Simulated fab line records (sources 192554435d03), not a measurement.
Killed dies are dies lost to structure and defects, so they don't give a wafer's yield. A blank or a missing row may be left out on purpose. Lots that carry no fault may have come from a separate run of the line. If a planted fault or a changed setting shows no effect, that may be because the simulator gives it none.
Matching of chambers :: flow n5_finfet :: 4 sister chambers for N5_BEOL_M10_CMP_52 on cmp-04
The step polishes, stops on SiCOH lowk, t overpolish 7 s, target thk 140 nm. 18 wafers are shown with their chamber, then 9 later ones without.

WAFERS, EACH WITH ITS CHAMBER
wafer: L076.1
chamber: 0
motor_current_A (A): 6.2
time_to_endpoint_s (s): 64
edge_zone_pressure_frac: 1.003

wafer: L076.2
chamber: 1
motor_current_A (A): 7.1
time_to_endpoint_s (s): 68
edge_zone_pressure_frac: 1.001

wafer: L076.4
chamber: 2
motor_current_A (A): 5.7
time_to_endpoint_s (s): 65
edge_zone_pressure_frac: 0.996

wafer: L078.2
chamber: 0
motor_current_A (A): 5.8
time_to_endpoint_s (s): 63
edge_zone_pressure_frac: 0.994

wafer: L078.3
chamber: 3
motor_current_A (A): 7.5
time_to_endpoint_s (s): 67
edge_zone_pressure_frac: 1.002

wafer: L078.5
chamber: 2
motor_current_A (A): 5.7
time_to_endpoint_s (s): 65
edge_zone_pressure_frac: 1.003

wafer: L079.1
chamber: 1
motor_current_A (A): 7.1
time_to_endpoint_s (s): 65
edge_zone_pressure_frac: 1.001

wafer: L079.2
chamber: 3
motor_current_A (A): 6.8
time_to_endpoint_s (s): 67
edge_zone_pressure_frac: 1.001

wafer: L079.6
chamber: 3
motor_current_A (A): 6.9
time_to_endpoint_s (s): 66
edge_zone_pressure_frac: 0.991

wafer: L081.2
chamber: 3
motor_current_A (A): 6.6
time_to_endpoint_s (s): 69
edge_zone_pressure_frac: 1.009

wafer: L081.3
chamber: 2
motor_current_A (A): 5.6
time_to_endpoint_s (s): 64
edge_zone_pressure_frac: 1.006

wafer: L081.6
chamber: 0
motor_current_A (A): 5.7
time_to_endpoint_s (s): 61
edge_zone_pressure_frac: 0.990

wafer: L082.1
chamber: 0
motor_current_A (A): 5.9
time_to_endpoint_s (s): 63
edge_zone_pressure_frac: 1.001

wafer: L082.2
chamber: 1
motor_current_A (A): 7.0
time_to_endpoint_s (s): 66
edge_zone_pressure_frac: 0.992

wafer: L082.6
chamber: 3
motor_current_A (A): 7.4
time_to_endpoint_s (s): 67
edge_zone_pressure_frac: 0.998

wafer: L088.1
chamber: 2
motor_current_A (A): 5.8
time_to_endpoint_s (s): 74
edge_zone_pressure_frac: 1.007

wafer: L088.3
chamber: 0
motor_current_A (A): 6.2
time_to_endpoint_s (s): 68
edge_zone_pressure_frac: 0.996

wafer: L088.6
chamber: 1
motor_current_A (A): 6.9
time_to_endpoint_s (s): 70
edge_zone_pressure_frac: 1.006

SIGNATURES (means of the wafers above)
reading: motor_current_A
chamber 0: 5.960
chamber 1: 7.025
chamber 2: 5.700
chamber 3: 7.040
scatter within a chamber: 0.249

reading: time_to_endpoint_s
chamber 0: 63.80
chamber 1: 67.25
chamber 2: 67.00
chamber 3: 67.20
scatter within a chamber: 2.83

reading: edge_zone_pressure_frac
chamber 0: 0.99680
chamber 1: 1.00000
chamber 2: 1.00300
chamber 3: 1.00020
scatter within a chamber: 0.00572
Rule: a wafer lies at a distance from a chamber equal to the root of the sum of squares, over the readings, of (its reading less the chamber's mean, divided by the reading's scatter). If the next closest chamber is less than 2 further off than the closest, the wafer can't be placed; otherwise it belongs to the closest. The scatter is the square root of a quotient: the sum, over the shown wafers, of each reading's squared deviation from its chamber's mean, divided by wafers minus chambers.

WAFERS WITHOUT THEIR CHAMBER
wafer: L091.2
motor_current_A (A): 6.1
time_to_endpoint_s (s): 68
edge_zone_pressure_frac: 1.000

wafer: L091.3
motor_current_A (A): 6.9
time_to_endpoint_s (s): 72
edge_zone_pressure_frac: 1.002

wafer: L091.5
motor_current_A (A): 5.9
time_to_endpoint_s (s): 64
edge_zone_pressure_frac: 1.006

wafer: L090.4
motor_current_A (A): 6.9
time_to_endpoint_s (s): 69
edge_zone_pressure_frac: 1.010

wafer: L090.5
motor_current_A (A): 7.3
time_to_endpoint_s (s): 68
edge_zone_pressure_frac: 1.000

wafer: L090.6
motor_current_A (A): 5.8
time_to_endpoint_s (s): 63
edge_zone_pressure_frac: 0.999

wafer: L094.2
motor_current_A (A): 7.2
time_to_endpoint_s (s): 65
edge_zone_pressure_frac: 1.002

wafer: L094.4
motor_current_A (A): 5.9
time_to_endpoint_s (s): 66
edge_zone_pressure_frac: 1.006

wafer: L094.6
motor_current_A (A): 7.0
time_to_endpoint_s (s): 69
edge_zone_pressure_frac: 1.004

WHICH CHAMBER EACH WENT THROUGH
wafer: L091.2
from the rows above: can't be placed: 0 or 2
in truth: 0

wafer: L091.3
from the rows above: can't be placed: 1 or 3
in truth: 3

wafer: L091.5
from the rows above: can't be placed: 2 or 0
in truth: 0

wafer: L090.4
from the rows above: can't be placed: 3 or 1
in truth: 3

wafer: L090.5
from the rows above: can't be placed: 3 or 1
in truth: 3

wafer: L090.6
from the rows above: can't be placed: 0 or 2
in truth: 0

wafer: L094.2
from the rows above: can't be placed: 3 or 1
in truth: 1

wafer: L094.4
from the rows above: can't be placed: 2 or 0
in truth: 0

wafer: L094.6
from the rows above: can't be placed: 3 or 1
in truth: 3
Correct placement for 0 of the 9. Not placeable from these rows: 9 (in 9, the candidates include the true chamber). Wrongly placed: 0.
